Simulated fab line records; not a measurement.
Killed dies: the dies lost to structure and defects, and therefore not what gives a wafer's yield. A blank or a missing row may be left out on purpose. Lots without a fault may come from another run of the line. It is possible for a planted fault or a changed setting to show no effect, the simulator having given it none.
The tool behind it: which one? / flow nand_harc / 14 lots with 42 wafers sampled at 5 steps, on a route of 1159 steps

== WHAT THE GAUGES SHOWED, per wafer ==
NHARC_THIN_TSV_CD_MEAS_33: the cd target is 5000 nm. Usual: cd_nm 5000.4 nm, standard deviation 2.1.
lot=L576; measured=day 18 22:14; on=cd_sem-01; cd_nm (nm)=5002.7 5003.1 5002.5; flag=
lot=L578; measured=day 19 10:52; on=cd_sem-03; cd_nm (nm)=4997.1 4999.0 4999.9; flag=
lot=L577; measured=day 19 12:04; on=cd_sem-03; cd_nm (nm)=5001.7 5001.1 5002.6; flag=
lot=L579; measured=day 18 23:25; on=cd_sem-03; cd_nm (nm)=5000.6 5003.5 5000.5; flag=
lot=L581; measured=day 20 03:40; on=cd_sem-02; cd_nm (nm)=4997.7 4997.7 4998.8; flag=
lot=L582; measured=day 20 02:59; on=cd_sem-03; cd_nm (nm)=5002.6 5001.7 5000.3; flag=
lot=L580; measured=day 19 22:17; on=cd_sem-02; cd_nm (nm)=4999.4 4998.9 4999.8; flag=
lot=L590; measured=day 22 22:52; on=cd_sem-03; cd_nm (nm)=5000.7 5000.6 5000.1; flag=
lot=L593; measured=day 23 19:38; on=cd_sem-03; cd_nm (nm)=4999.8 5000.5 4999.9; flag=
lot=L594; measured=day 23 03:57; on=cd_sem-03; cd_nm (nm)=5004.3 5003.4 5001.7; flag=
lot=L596; measured=day 23 21:18; on=cd_sem-02; cd_nm (nm)=4998.8 5002.8 4998.3; flag=
lot=L597; measured=day 24 14:28; on=cd_sem-02; cd_nm (nm)=4996.9 5000.9 4999.9; flag=
lot=L598; measured=day 24 13:24; on=cd_sem-01; cd_nm (nm)=5001.9 5003.5 5000.5; flag=
lot=L599; measured=day 24 17:01; on=cd_sem-01; cd_nm (nm)=5003.1 5001.0 5000.5; flag=

NHARC_END_SORT_01. Usual: killed_at_array 26, standard deviation 10; killed_at_other 0.5, standard deviation 0.87; killed_at_periphery 3.0, standard deviation 2.5; killed_dies 29, standard deviation 11; killed_open 3.3, standard deviation 1.9; killed_short 1.8, standard deviation 1.5.
lot=L590; measured=day 23 07:49; on=prober-02; killed_at_array=195 225 222; killed_at_other=1 0 0; killed_at_periphery=2 3 6; killed_dies=198 228 228; killed_open=5 4 5; killed_short=2 2 4; flag=OFF
lot=L593; measured=day 24 05:56; on=prober-01; killed_at_array=244 188 196; killed_at_other=1 0 1; killed_at_periphery=4 4 2; killed_dies=249 192 199; killed_open=2 4 6; killed_short=5 2 0; flag=OFF

== EACH LOT AND THE TOOL THAT RAN IT (in order: tool; ch and the chambers of the sampled wafers; start) ==
lot=L576; NHARC_A_CHANNEL_HOLE_D1_DEP_00=acl_dep-03 ch 0, day 8 04:39; NHARC_THIN_TSV_PRE_CLEAN_50=pvd_sputter-03, day 18 20:41 or earlier; NHARC_THIN_TSV_CMP_21=cmp-03 ch 1,2,3, day 18 20:41
lot=L578; NHARC_A_CHANNEL_HOLE_D1_DEP_00=acl_dep-01 ch 0, day 8 11:48; NHARC_THIN_TSV_PRE_CLEAN_50=pvd_sputter-02, day 19 09:17 or earlier; NHARC_THIN_TSV_CMP_21=cmp-03 ch 0,1,3, day 19 09:17
lot=L577; NHARC_A_CHANNEL_HOLE_D1_DEP_00=acl_dep-03 ch 0, day 8 14:08; NHARC_THIN_TSV_PRE_CLEAN_50=pvd_sputter-02, day 19 10:27 or earlier; NHARC_THIN_TSV_CMP_21=cmp-03 ch 0,1, day 19 10:27
lot=L579; NHARC_A_CHANNEL_HOLE_D1_DEP_00=acl_dep-01 ch 0, day 8 14:13; NHARC_THIN_TSV_PRE_CLEAN_50=pvd_sputter-02, day 18 21:59 or earlier; NHARC_THIN_TSV_CMP_21=cmp-02 ch 0,2,3, day 18 21:59
lot=L581; NHARC_A_CHANNEL_HOLE_D1_DEP_00=acl_dep-02 ch 0, day 9 06:39; NHARC_THIN_TSV_PRE_CLEAN_50=pvd_sputter-01, day 20 02:01 or earlier; NHARC_THIN_TSV_CMP_21=cmp-02 ch 0,3, day 20 02:01
lot=L582; NHARC_A_CHANNEL_HOLE_D1_DEP_00=acl_dep-01 ch 0, day 9 07:01; NHARC_THIN_TSV_PRE_CLEAN_50=pvd_sputter-02, day 20 01:22 or earlier; NHARC_THIN_TSV_CMP_21=cmp-03 ch 1,2,3, day 20 01:22
lot=L580; NHARC_A_CHANNEL_HOLE_D1_DEP_00=acl_dep-02 ch 0, day 9 08:34; NHARC_THIN_TSV_PRE_CLEAN_50=pvd_sputter-01, day 19 20:45 or earlier; NHARC_THIN_TSV_CMP_21=cmp-02 ch 0,3, day 19 20:45
lot=L590; NHARC_A_CHANNEL_HOLE_D1_DEP_00=acl_dep-01 ch 0, day 12 01:41; NHARC_THIN_TSV_PRE_CLEAN_50=pvd_sputter-01, day 22 21:26 or earlier; NHARC_THIN_TSV_CMP_21=cmp-03 ch 0,1, day 22 21:26
lot=L593; NHARC_A_CHANNEL_HOLE_D1_DEP_00=acl_dep-01 ch 0, day 12 11:05; NHARC_THIN_TSV_PRE_CLEAN_50=pvd_sputter-01, day 23 18:01 or earlier; NHARC_THIN_TSV_CMP_21=cmp-02 ch 0,1,2, day 23 18:01
lot=L594; NHARC_A_CHANNEL_HOLE_D1_DEP_00=acl_dep-02 ch 0, day 12 12:26; NHARC_THIN_TSV_PRE_CLEAN_50=pvd_sputter-03, day 23 02:29 or earlier; NHARC_THIN_TSV_CMP_21=cmp-03 ch 0,1,2, day 23 02:29
lot=L596; NHARC_A_CHANNEL_HOLE_D1_DEP_00=acl_dep-03 ch 0, day 13 00:22; NHARC_THIN_TSV_PRE_CLEAN_50=pvd_sputter-02, day 23 19:41 or earlier; NHARC_THIN_TSV_CMP_21=cmp-03 ch 0,2,3, day 23 19:41
lot=L597; NHARC_A_CHANNEL_HOLE_D1_DEP_00=acl_dep-02 ch 0, day 13 12:04; NHARC_THIN_TSV_PRE_CLEAN_50=pvd_sputter-03, day 24 12:57 or earlier; NHARC_THIN_TSV_CMP_21=cmp-03 ch 0,1,2, day 24 12:57
lot=L598; NHARC_A_CHANNEL_HOLE_D1_DEP_00=acl_dep-02 ch 0, day 13 13:20; NHARC_THIN_TSV_PRE_CLEAN_50=pvd_sputter-02, day 24 11:50 or earlier; NHARC_THIN_TSV_CMP_21=cmp-03 ch 0,2,3, day 24 11:50
lot=L599; NHARC_A_CHANNEL_HOLE_D1_DEP_00=acl_dep-02 ch 0, day 13 18:20; NHARC_THIN_TSV_PRE_CLEAN_50=pvd_sputter-02, day 24 15:35 or earlier; NHARC_THIN_TSV_CMP_21=cmp-02 ch 0,2,3, day 24 15:35
- NHARC_A_CHANNEL_HOLE_D1_DEP_00: deposits aC, target thk 3100 nm.
- NHARC_THIN_TSV_PRE_CLEAN_50: time 30 s.
- NHARC_THIN_TSV_CMP_21: polishes, t overpolish 30 s, target thk 2000 nm.

== AS READ BY THE TOOLS THEMSELVES (means over the sampled wafers that have a number; for cases with no such wafer, the mark the record gives instead) ==
NHARC_A_CHANNEL_HOLE_D1_DEP_00. Usual: throttle_valve_pct 35.000 %, standard deviation 0.0086.
lot=L576; tool=acl_dep-03; throttle_valve_pct (%)=34.998; flag=
lot=L578; tool=acl_dep-01; throttle_valve_pct (%)=34.998; flag=
lot=L577; tool=acl_dep-03; throttle_valve_pct (%)=35.001; flag=
lot=L579; tool=acl_dep-01; throttle_valve_pct (%)=35.001; flag=
lot=L581; tool=acl_dep-02; throttle_valve_pct (%)=35.005; flag=
lot=L582; tool=acl_dep-01; throttle_valve_pct (%)=35.012; flag=
lot=L580; tool=acl_dep-02; throttle_valve_pct (%)=34.997; flag=
lot=L590; tool=acl_dep-01; throttle_valve_pct (%)=34.995; flag=
lot=L593; tool=acl_dep-01; throttle_valve_pct (%)=35.007; flag=
lot=L594; tool=acl_dep-02; throttle_valve_pct (%)=35.014; flag=
lot=L596; tool=acl_dep-03; throttle_valve_pct (%)=34.998; flag=
lot=L597; tool=acl_dep-02; throttle_valve_pct (%)=35.004; flag=
lot=L598; tool=acl_dep-02; throttle_valve_pct (%)=34.991; flag=
lot=L599; tool=acl_dep-02; throttle_valve_pct (%)=35.003; flag=

NHARC_THIN_TSV_PRE_CLEAN_50. Usual: heater_power_w 418 W, standard deviation 42.
lot=L576; tool=pvd_sputter-03; heater_power_w (W)=412; flag=
lot=L578; tool=pvd_sputter-02; heater_power_w (W)=407; flag=
lot=L577; tool=pvd_sputter-02; heater_power_w (W)=435; flag=
lot=L579; tool=pvd_sputter-02; heater_power_w (W)=415; flag=
lot=L581; tool=pvd_sputter-01; heater_power_w (W)=397; flag=
lot=L582; tool=pvd_sputter-02; heater_power_w (W)=437; flag=
lot=L580; tool=pvd_sputter-01; heater_power_w (W)=396; flag=
lot=L590; tool=pvd_sputter-01; heater_power_w (W)=422; flag=
lot=L593; tool=pvd_sputter-01; heater_power_w (W)=385; flag=
lot=L594; tool=pvd_sputter-03; heater_power_w (W)=444; flag=
lot=L596; tool=pvd_sputter-02; heater_power_w (W)=419; flag=
lot=L597; tool=pvd_sputter-03; heater_power_w (W)=418; flag=
lot=L598; tool=pvd_sputter-02; heater_power_w (W)=439; flag=
lot=L599; tool=pvd_sputter-02; heater_power_w (W)=439; flag=

NHARC_THIN_TSV_CMP_21. Usual: motor_current_A 11.5 A, standard deviation 1.4; overpolish_run_s 30.001 s, standard deviation 0.0094.
lot=L576; tool=cmp-03; motor_current_A (A)=10.6; overpolish_run_s (s)=30.006; flag=
lot=L578; tool=cmp-03; motor_current_A (A)=11.1; overpolish_run_s (s)=30.000; flag=
lot=L577; tool=cmp-03; motor_current_A (A)=10.8; overpolish_run_s (s)=30.002; flag=
lot=L579; tool=cmp-02; motor_current_A (A)=12.4; overpolish_run_s (s)=29.996; flag=
lot=L581; tool=cmp-02; motor_current_A (A)=12.0; overpolish_run_s (s)=29.996; flag=
lot=L582; tool=cmp-03; motor_current_A (A)=10.5; overpolish_run_s (s)=29.996; flag=
lot=L580; tool=cmp-02; motor_current_A (A)=12.3; overpolish_run_s (s)=29.991; flag=
lot=L590; tool=cmp-03; motor_current_A (A)=11.2; overpolish_run_s (s)=29.999; flag=
lot=L593; tool=cmp-02; motor_current_A (A)=12.8; overpolish_run_s (s)=29.999; flag=
lot=L594; tool=cmp-03; motor_current_A (A)=10.7; overpolish_run_s (s)=29.997; flag=
lot=L596; tool=cmp-03; motor_current_A (A)=10.6; overpolish_run_s (s)=30.000; flag=
lot=L597; tool=cmp-03; motor_current_A (A)=10.6; overpolish_run_s (s)=29.993; flag=
lot=L598; tool=cmp-03; motor_current_A (A)=11.0; overpolish_run_s (s)=29.997; flag=
lot=L599; tool=cmp-02; motor_current_A (A)=12.1; overpolish_run_s (s)=30.004; flag=

== THE ANSWER, worked out from the rows above alone ==
Rule: take the mean of a lot's wafers that have a number; if it is more than 3 standard deviations from the usual mean, the lot is off. A lot without any number at a reading at which 4 lots or more have one is off too. All remaining lots with rows at the step are treated as sound. After the gauges, taken in route order, come the tools' own readings; for these a lot's mean is taken, as printed above. At the first step where some lot is off, the reading lying furthest off is the one used; lots without a number count as furthest.
Off at NHARC_END_SORT_01 (killed_at_array): L590, L593. Neither off nor sound, because the step has no rows for them: L576, L578, L577, L579, L581, L582, L580, L594, L596, L597, L598, L599.
If a tool, at a process step before that reading, ran all the lots that are off and no sound lot after the first of them, it fits. Those tools and the gauges at NHARC_END_SORT_01 are tried in the same way. Because NHARC_THIN_TSV_PRE_CLEAN_50 lacks a start for some lots, the hours and order of its lots are taken from NHARC_THIN_TSV_CMP_21. 2 tools fit, acl_dep-01 at NHARC_A_CHANNEL_HOLE_D1_DEP_00 and pvd_sputter-01 at NHARC_THIN_TSV_PRE_CLEAN_50, so this cannot tell which one it is.

== WHAT HAD BEEN PUT IN BY THE SIMULATOR ==
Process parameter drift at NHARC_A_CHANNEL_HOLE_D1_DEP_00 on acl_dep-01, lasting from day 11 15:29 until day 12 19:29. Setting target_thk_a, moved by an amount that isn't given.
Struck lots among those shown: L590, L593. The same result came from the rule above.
